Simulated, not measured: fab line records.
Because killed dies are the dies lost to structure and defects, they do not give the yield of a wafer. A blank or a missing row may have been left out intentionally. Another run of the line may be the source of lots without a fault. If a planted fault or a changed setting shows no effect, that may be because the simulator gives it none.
A lot that was struck, set against a sound lot | flow nandHarc | 14 steps out of a route of 1302
Sound: wafers L300.1, L300.4, L300.5. Struck: wafers L305.1, L305.3, L305.5. Last of all comes the cause.
Each step with rows lists, per side, the tool, then ch with its chambers, then its first start. Under that, the readings that differ: sound wafers | struck wafers | difference of the means | sigmas: that difference in standard deviations of wafers without a fault.
alike: words and numbers the same on both sides, and readings whose means are apart by under 2 such deviations; not compared: readings that were withheld, readings missing a value for some wafer, numbers with overlapping values and no deviation given by the record, and bounds like >300 which may hide the same value.
The two part at a step that has a row with sigmas, a row that says differs or no value, or rows on one side only. Numbers that have no deviation but don't overlap get no sigmas and don't part them. A reading that every wafer of one side lacks parts them only if that side has two wafers or more.

first, 8 steps without rows for these wafers: NHARC_THIN_TSV_DEHYDRATE_25 (time 120 s); NHARC_THIN_TSV_HMDS_26 (time 30 s); NHARC_THIN_TSV_COAT_27; NHARC_THIN_TSV_SOFTBAKE_28 (time 95 s); NHARC_THIN_TSV_EBR_29; NHARC_THIN_TSV_EXPOSE_30 (exposes mask PAD); NHARC_THIN_TSV_PEB_31 (peb time 85 s); NHARC_THIN_TSV_DEVELOP_32 (time 70 s).
NHARC_THIN_TSV_CD_MEAS_33 targets a cd of 5000 nm.
  sound on cdSem-03 ch 0, day 29 05:44; struck on cdSem-01 ch 0, day 31 02:40
  alike: cdNm
then, 1 step without rows for these wafers: NHARC_THIN_TSV_HARDBAKE_34 (time 80 s).
NHARC_THIN_TSV_DESCUM_35: chemistry O2, time 3 s.
  sound on rieDiel-03 ch 2,3, day 29 05:55; struck on rieDiel-06 ch 1,2,3, day 31 02:51
  alike: drypumpMotorCurrentA, o2FlowSccm, oesProductAu, rfVppV, showerheadPlenumPTorr, throttleValvePct
  not compared: rfHoursCounterH
NHARC_THIN_TSV_ETCH_59: etches the open film in Cl2/BCl3, target depth 880 nm, time 138.1 s.
  sound on rieMetal-02 ch 0,1, day 29 06:02; struck on rieMetal-03 ch 0,1, day 31 02:59
  alike: bcl3FlowSccm, biasW, drypumpMotorCurrentA, oesProductAu, rfFwdPowerW, throttleValvePct
  not compared: rfHoursCounterH
NHARC_THIN_TSV_ETCH_36: etches the open film in Cl2/BCl3, target depth 65 nm, time 18.571 s.
  sound on rieMetal-02 ch 0,1, day 29 06:18; struck on rieMetal-03 ch 0,1, day 31 03:13
  no value came back on the struck wafers for chamberPressureMTorr (mTorr), drypumpMotorCurrentA (A), oesProductAu (a.u.); on the sound wafers chamberPressureMTorr (mTorr) reads 9.998 9.995 10.003
  not compared: rfHoursCounterH
NHARC_THIN_TSV_STRIP_56: strips in O2.
  sound on plasmaAsher-01 ch 0,1, day 29 06:23; struck on plasmaAsher-02 ch 0,1, day 31 03:22
reading                  | sound       | struck      | difference | sigmas
drypumpMotorCurrentA (A) | 6.0 6.2 6.3 | 5.1 4.9 4.9 | -1.2       | -2
  alike: heaterPowerW
  not compared: rfHoursCounterH

== WHERE THEY PART ==
At NHARC_THIN_TSV_ETCH_36 first; at NHARC_THIN_TSV_STRIP_56 last (within this record only).

WHY: what had been put in by the simulator
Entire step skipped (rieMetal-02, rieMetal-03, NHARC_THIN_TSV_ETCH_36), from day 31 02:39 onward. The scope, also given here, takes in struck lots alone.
